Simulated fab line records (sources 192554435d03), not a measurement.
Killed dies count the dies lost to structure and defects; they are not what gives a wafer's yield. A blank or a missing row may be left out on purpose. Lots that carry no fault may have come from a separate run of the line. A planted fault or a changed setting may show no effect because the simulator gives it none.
What tool caused it? ; flow n5Finfet ; 11 lots, 30 wafers sampled, at 5 steps of a route of 1938

WHAT THE GAUGES READ, wafer by wafer
N5_BEOL_M13_THK_MEAS_50: measures by xrf.
lot;measured;on;M13_THK (nm)
L193;day 11 06:52;filmMetro-01;409 409
L196;day 11 22:35;filmMetro-01;413 421 408
L195;day 12 01:41;filmMetro-02;423 409 412
L198;day 12 12:38;filmMetro-02;405 419 408
L197;day 12 19:39;filmMetro-01;402 406 403
L205;day 14 11:46;filmMetro-02;425 420
L203;day 14 12:13;filmMetro-02;426 412 410
L208;day 15 09:22;filmMetro-02;415 416
L210;day 15 20:55;filmMetro-01;408 391 410
L213;day 16 16:50;filmMetro-01;408 417 414
L214;day 17 06:37;filmMetro-01;423 410 425

N5_BEOL_M14_THK_MEAS_01.
lot;measured;on;M14_ILD_THK (nm)
L193;day 11 07:14;filmMetro-02;1106 1134
L196;day 11 23:03;filmMetro-02;1151 1142 1129
L195;day 12 02:04;filmMetro-02;1114 1114 1107
L198;day 12 13:01;filmMetro-01;1130 1128 1136
L197;day 12 20:02;filmMetro-02;1119 1121 1124
L205;day 14 12:08;filmMetro-01;1487 1488
L203;day 14 12:35;filmMetro-01;1097 1096 1492
L208;day 15 09:45;filmMetro-01;1110 1498
L210;day 15 21:20;filmMetro-01;1098 1141 1125
L213;day 16 17:13;filmMetro-01;1103 1100 1141
L214;day 17 07:00;filmMetro-02;1091 1132 1117

WHAT TOOL EACH LOT RAN ON (gives the tool, then ch and the chambers of the sampled wafers, and finally the start)
lot;N5_BEOL_M13_ETCH_67;N5_BEOL_M13_PRE_CLEAN_42;N5_BEOL_M14_ILD_DEP_00
L193;rieDiel-05 ch 1, day 11 00:25;pvdSputter-03, day 11 05:47;pecvd-01 ch 1, day 11 07:03
L196;rieDiel-02 ch 0,3, day 11 20:11;pvdSputter-02, day 11 21:31;pecvd-04 ch 0,2, day 11 22:52
L195;rieDiel-02 ch 0,1,3, day 11 23:43;pvdSputter-01, day 12 00:37;pecvd-01 ch 0,1,2, day 12 01:53
L198;rieDiel-05 ch 1,2,3, day 12 08:28;pvdSputter-01, day 12 11:34;pecvd-01 ch 0,1, day 12 12:50
L197;rieDiel-02 ch 2,3, day 12 13:43;pvdSputter-01, day 12 18:34;pecvd-01 ch 0,1,2, day 12 19:50
L205;rieDiel-05 ch 0, day 14 01:46;pvdSputter-02, day 14 10:37;pecvd-01 ch 1,2, day 14 11:57
L203;rieDiel-02 ch 0,1,3, day 14 04:58;pvdSputter-01, day 14 10:49;pecvd-01 ch 0,2, day 14 12:24
L208;rieDiel-02 ch 1,2, day 15 04:59;pvdSputter-01, day 15 08:17;pecvd-01 ch 0,1, day 15 09:34
L210;rieDiel-01 ch 0,2,3, day 15 18:14;pvdSputter-01, day 15 19:51;pecvd-04 ch 0,1,2, day 15 21:08
L213;rieDiel-02 ch 0,2,3, day 16 13:44;pvdSputter-01, day 16 15:46;pecvd-02 ch 0,1,2, day 16 17:01
L214;rieDiel-01 ch 0,1, day 17 03:32;pvdSputter-02, day 17 05:32;pecvd-04 ch 0,1, day 17 06:49
- N5_BEOL_M13_ETCH_67: etches SiARC in CF4, target depth 143 nm, time 238.3 s.
- N5_BEOL_M13_PRE_CLEAN_42: time 30 s.
- N5_BEOL_M14_ILD_DEP_00: deposits SiO2 from TEOS/O2, target thk 1119.3 nm, time 237.4 s.

WHAT THE TOOLS THEMSELVES READ (means of the sampled wafers that have a number; where no wafer has one, the mark that the record gives instead)
N5_BEOL_M13_ETCH_67.
lot;tool;drypumpMotorCurrentA (A);etchRfOnTimeS (s);oesProductAu (a.u.);rfVppV (V);showerheadPlenumPTorr (Torr);throttleValvePct (%)
L193;rieDiel-05;5.7;246;0.60;182.5;2.05;16.02
L196;rieDiel-02;5.8;240;0.59;183.6;2.07;15.71
L195;rieDiel-02;5.9;239;0.60;184.2;2.13;15.70
L198;rieDiel-05;5.6;244;0.59;184.3;2.14;15.83
L197;rieDiel-02;5.6;240;0.59;183.2;2.06;15.70
L205;rieDiel-05;5.9;236;0.68;185.3;2.24;15.68
L203;rieDiel-02;5.9;240;0.59;184.0;2.12;15.72
L208;rieDiel-02;5.5;236;0.59;185.0;2.16;15.68
L210;rieDiel-01;5.7;241;0.60;182.8;2.09;15.87
L213;rieDiel-02;5.5;236;0.67;184.7;2.17;15.55
L214;rieDiel-01;6.3;242;0.66;184.6;2.11;15.68

N5_BEOL_M13_PRE_CLEAN_42.
lot;tool;heaterPowerW (W)
L193;pvdSputter-03;367
L196;pvdSputter-02;336
L195;pvdSputter-01;308
L198;pvdSputter-01;339
L197;pvdSputter-01;309
L205;pvdSputter-02;358
L203;pvdSputter-01;309
L208;pvdSputter-01;307
L210;pvdSputter-01;346
L213;pvdSputter-01;324
L214;pvdSputter-02;304

N5_BEOL_M14_ILD_DEP_00.
lot;tool;heaterPowerW (W);runLengthS (s);showerheadPlenumPTorr (Torr);showerheadVppV (V);throttleValvePct (%)
L193;pecvd-01;358;279.4;8.335;1846;18.6
L196;pecvd-04;570;279.9;8.310;1949;17.5
L195;pecvd-01;425;280.1;8.319;1743;19.1
L198;pecvd-01;469;280.2;8.330;1777;19.5
L197;pecvd-01;446;279.8;8.326;1774;19.1
L205;pecvd-01;396;359.6;8.325;1786;18.8
L203;pecvd-01;493;306.9;8.335;1736;19.7
L208;pecvd-01;374;319.7;8.334;1796;19.2
L210;pecvd-04;522;280.0;8.332;1907;18.1
L213;pecvd-02;494;279.9;8.295;1827;19.0
L214;pecvd-04;520;280.1;8.339;1862;18.8

THE ANSWER, worked out from the rows above alone
Rule: what is usual is taken from the lots themselves. The widest of any qualifying gaps counts: lots, ordered by their means at a reading, are off when they make up no more than a third of the lots, leave a main group of 4 or more, and stand apart from it by 3 or more times the standard deviation of that group's means. The tables above print the reading to a certain number of digits; a main group whose means all agree to those digits is not used. Also off: a lot with no number at a reading for which 4 or more lots have one. Where the step has rows for the other lots, those lots are counted as sound. First the gauges in route order, then the tools' own readings, where a lot's mean is used as printed above. At the first step where some lot is off, the reading lying furthest off is the one used; lots without a number count as furthest.
Off: L205, L203, L208, at N5_BEOL_M14_THK_MEAS_01 (M14_ILD_THK). The main group: mean 1122 nm, standard deviation 9.2.
A tool fits if, at a process step before that reading, it ran every lot that is off, and no sound lot after the first of them. Not tried: the gauges at N5_BEOL_M14_THK_MEAS_01; whatever is off there is also off at N5_BEOL_M14_ILD_DEP_00, on other tools, and gauge error can't account for it. One fits: N5_BEOL_M14_ILD_DEP_00 on pecvd-01. A fault onset in the window from L197 (day 12 19:50, its last sound lot) to L205 (day 14 11:57, its first lot off) fits.
The tool's own readings at N5_BEOL_M14_ILD_DEP_00 bear it out: on the lots that are off they differ by more than 5 times the standard deviation of the sound lots' means. runLengthS reads 328.7 s there against 279.9 s on the sound lots.

WHAT THE SIMULATOR PUT IN
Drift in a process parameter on pecvd-01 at N5_BEOL_M14_ILD_DEP_00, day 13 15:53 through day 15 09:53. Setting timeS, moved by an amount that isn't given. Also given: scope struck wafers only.
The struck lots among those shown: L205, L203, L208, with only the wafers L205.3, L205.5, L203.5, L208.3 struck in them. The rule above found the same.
